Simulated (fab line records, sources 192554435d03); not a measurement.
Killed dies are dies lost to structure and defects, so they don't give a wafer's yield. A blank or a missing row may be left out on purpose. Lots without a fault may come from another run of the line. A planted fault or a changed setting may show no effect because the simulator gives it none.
A struck lot beside a sound one | flow n5_finfet | 28 steps out of a route of 1938
Sound: wafers L488.3, L488.4, L488.5. Struck: wafers L495.1, L495.4, L495.5. The cause comes at the end.
At each step with rows: each side's tool, then ch and its chambers, then its first start. Under that, the readings that differ: sound wafers | struck wafers | difference of the means | sigmas: that difference in standard deviations of wafers without a fault.
alike: readings whose means differ by less than 2 such deviations, and words and numbers that are the same on both sides. not compared: withheld readings, readings that some wafer has no value for, bounds like >300 that may hide the same value, and numbers for which the record gives no deviation and whose values overlap.
The two part at a step that has a row with sigmas, a row that says differs or no value, or rows on one side only. Numbers that don't overlap but have no deviation are shown without sigmas and don't part them. A reading that every wafer of one side lacks parts them only if that side has two wafers or more.

first, 8 steps without rows for these wafers: N5_BEOL_M2_CMP_52 (polishes, stops on SiOC, t overpolish 6.8 s, target thk 40 nm); N5_BEOL_M2_PRE_CLEAN_60 (time 15 s); N5_BEOL_M2_CO_CAP_55 (material Co, precursor CCTBA/H2, target thk 2 nm, time 102.1 s); N5_BEOL_M2_PRE_CLEAN_56 (time 15 s); N5_BEOL_M2_DEP_57 (deposits SiCN from 3MS/NH3, target thk 8 nm, time 14 s); N5_BEOL_M3_ILD_DEP_00 (deposits SiOC from DEMS/O2, target thk 79 nm, time 15.3 s); N5_BEOL_M3_PECVD_72 (deposits SiO2 from TEOS/O2, target thk 16 nm, time 18 s); N5_BEOL_M3_HM_DEP_02 (deposits TiN, target thk 20 nm).
N5_BEOL_M3_COAT_61: time 60 s, resist thk 60 nm.
  sound on litho_track-04 ch 0, day 13 13:55; struck on litho_track-03 ch 0, day 11 11:41
  reading                                  | sound                | struck               | difference | sigmas
  spin_speed_rpm (rpm)                     | 1500.1 1499.6 1499.6 | 1564.7 1564.9 1564.1 | +64.8      | +76
  model.SOC_of_BEOL_M3_COAT_61.thk_nm (nm) | 60.4 60.2 60.4       | 58.8 58.6 58.6       | -1.7       |
then, 11 steps without rows for these wafers: N5_BEOL_M3_COAT_62 (time 60 s, resist thk 12 nm); N5_BEOL_M3_COAT_73 (time 60 s, resist thk 5 nm); N5_BEOL_M3_COAT_05 (resist thk 30 nm); N5_BEOL_M3_EBR_07; N5_BEOL_M3_SOFTBAKE_06 (time 60 s); N5_BEOL_M3_EXPOSE_08 (exposes mask M3); N5_BEOL_M3_PEB_09 (peb time 60 s); N5_BEOL_M3_DEVELOP_10 (develop time 30 s); N5_BEOL_M3_DESCUM_16 (chemistry O2, time 7 s); N5_BEOL_M3_ETCH_74 (etches underlayer in N2/H2, target depth 6.5 nm, time 5.2 s); N5_BEOL_M3_ETCH_63 (etches SiARC in CF4, target depth 15.6 nm, time 26 s).
N5_BEOL_M3_ETCH_64: etches SOC in N2/H2, target depth 75 nm, overetch 15 nm, time 112.5 s.
  sound on rie_diel-01 ch 1,2,3, day 13 14:43; struck on rie_diel-06 ch 1,3, day 11 12:20
  reading                  | sound             | struck            | difference | sigmas
  model.etch.depth_nm (nm) | 60.44 60.27 60.41 | 58.73 58.64 58.64 | -1.70      |
  alike: drypump_motor_current_A, oes_product_au, rf_vpp_V, showerhead_plenum_p_Torr, throttle_valve_pct
  not compared: rf_hours_counter_h
then, 3 steps without rows for these wafers: N5_BEOL_M3_STRIP_65 (strips in N2/H2); N5_BEOL_M3_STRIP_75 (strips in N2/H2); N5_BEOL_M3_STRIP_66 (strips in CF4).
N5_BEOL_M3_HM_OPEN_17: chemistry Cl2/BCl3, target TiN, target depth 20 nm, overetch 6 nm.
  sound on rie_metal-01 ch 0,1, day 13 14:55; struck on rie_metal-03 ch 1, day 11 12:31
  reading                                  | sound          | struck         | difference | sigmas
  oes_product_au (a.u.)                    | 0.66 0.66 0.65 | 0.78 0.76 0.76 | +0.11      | +2
  model.SOC_of_BEOL_M3_COAT_61.thk_nm (nm) | 52.6 52.2 52.4 | 50.6 50.6 50.6 | -1.8       |
  alike: drypump_motor_current_A, he_backside_leak_sccm, throttle_valve_pct
  not compared: rf_hours_counter_h
then, 1 step without rows for these wafers: N5_BEOL_M3_STRIP_19 (strips in O2).
N5_BEOL_M4_RC_MEAS_101:
  sound on prober-02 ch 0, day 15 11:36; struck on prober-01 ch 0, day 13 07:44
  alike: DIBL_N, DIBL_P, IOFF_N, IOFF_P, ION_N, ION_P, SS_N, SS_P, VT_N, VT_P
then, 1 step without rows for these wafers: N5_PASSIVATION_PROBE_49.

WHERE THEY PART
First at N5_BEOL_M3_COAT_61; last, within this record, at N5_BEOL_M3_HM_OPEN_17. Later steps at which nothing parts them and some readings are alike: N5_BEOL_M4_RC_MEAS_101.

WHY: what the simulator had put in
Process parameter drift: litho_track-03, from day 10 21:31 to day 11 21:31, at N5_BEOL_M3_COAT_61. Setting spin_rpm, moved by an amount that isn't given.
